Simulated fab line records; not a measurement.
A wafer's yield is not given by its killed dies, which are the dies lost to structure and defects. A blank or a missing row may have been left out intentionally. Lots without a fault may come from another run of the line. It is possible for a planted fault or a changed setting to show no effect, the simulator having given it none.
A lot that was struck, set against a sound lot | flow nand harc | 14 steps out of a route of 1302
Sound: these wafers, L571.2, L571.3, L571.4. Wafers struck: L572.2, L572.4, L572.5. Last of all comes the cause.
Each step with rows lists, per side, the tool, then ch with its chambers, then its first start. Under that, the readings that differ: sound wafers | struck wafers | difference of the means | sigmas: that difference in standard deviations of wafers without a fault.
alike: readings whose means differ by less than 2 such deviations, and words and numbers that are the same on both sides. not compared: withheld readings, readings that some wafer has no value for, bounds like >300 that may hide the same value, and numbers for which the record gives no deviation and whose values overlap.
A row with sigmas, a row that says differs or no value, or rows on one side alone: a step with any of these is where the two part. Numbers that don't overlap but have no deviation are shown without sigmas and don't part them. A reading that every wafer of one side lacks parts them only if that side has two wafers or more.

NHARC_P_CONTACT_PVD_32: deposits Ti, target thk 5 nm, time 17.7 s.
  sound on pvd sputter-02; struck on pvd sputter-02
  alike: cathode dc power W, throttle valve pct
NHARC_P_CONTACT_ALD_22: deposits TiN, target thk 3 nm, pulse time 1 s, ald cycles 150.
  sound on ald metal-02 ch 1,2,3, day 10 22:15; struck on ald metal-04 ch 0,1, day 11 07:53
  alike: heater power w, precursor pulse height rel
NHARC_P_CONTACT_CVD_23: deposits W, target thk 200 nm, time 557 s.
  sound on cvd w-02 ch 0,1; struck on cvd w-02 ch 0,1
  alike: heater power w, throttle valve pct
NHARC_P_CONTACT_CMP_24: polishes, t overpolish 30 s, target thk 200 nm.
  sound on cmp-04 ch 0,1,3, day 10 23:07; struck on cmp-04 ch 0,3, day 11 08:47
  alike: motor current A, overpolish run s, time to endpoint s
then, 1 step without rows for these wafers: NHARC_P_CONTACT_SRD_26.
NHARC_P_CONTACT_INSPECT_27:
  struck on defect inspect-01, day 11 09:09; sound on defect inspect-01, day 10 23:32
  alike: raw defect count
then, 5 steps without rows for these wafers: NHARC_P_M0_DEP_00 (deposits SiOC, target thk 150 nm); NHARC_P_M0_DEHYDRATE_01 (time 120 s); NHARC_P_M0_HMDS_02 (time 30 s); NHARC_P_M0_COAT_33 (time 65 s); NHARC_P_M0_COAT_03 (resist thk 90 nm).
NHARC_P_M0_SOFTBAKE_04: time 55 s.
  sound on litho track-04 ch 0, day 11 00:00; struck on litho track-01 ch 0, day 11 09:00
  reading                  | sound                | struck               | difference | sigmas
  heater power total W (W) | 188.59 188.56 188.44 | 184.40 184.75 184.59 | -3.95      | -28
  alike: exhaust pa
then, 1 step without rows for these wafers: NHARC_P_M0_EBR_05.
-- record jumps: 18 days between struck wafers' starts before vs after; left off in module P_M0, resumes in module END, first step shown is number 1302 of the route --
NHARC_END_SORT_01:
  sound on prober-02 ch 0, day 29 00:02; struck on prober-01 ch 0, day 29 12:04
  reading             | sound | struck | difference | sigmas
  killed at periphery | 3 2 2 | 12 6 7 | +6         | +2
  alike: defect limited yield, killed at array, killed at other, killed dies, killed open, killed short, sort_bin_2_pct, sort_bin_3_pct, sort_bin_4_pct, sort n pass, sort rim yield pct, sort yield pct

WHERE THEY PART
Earliest at NHARC_P_M0_SOFTBAKE_04; latest, in this record, at NHARC_END_SORT_01.

WHY: what the simulator had put in
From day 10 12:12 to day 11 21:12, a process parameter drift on litho track-01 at NHARC_P_M0_SOFTBAKE_04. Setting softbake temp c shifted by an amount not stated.
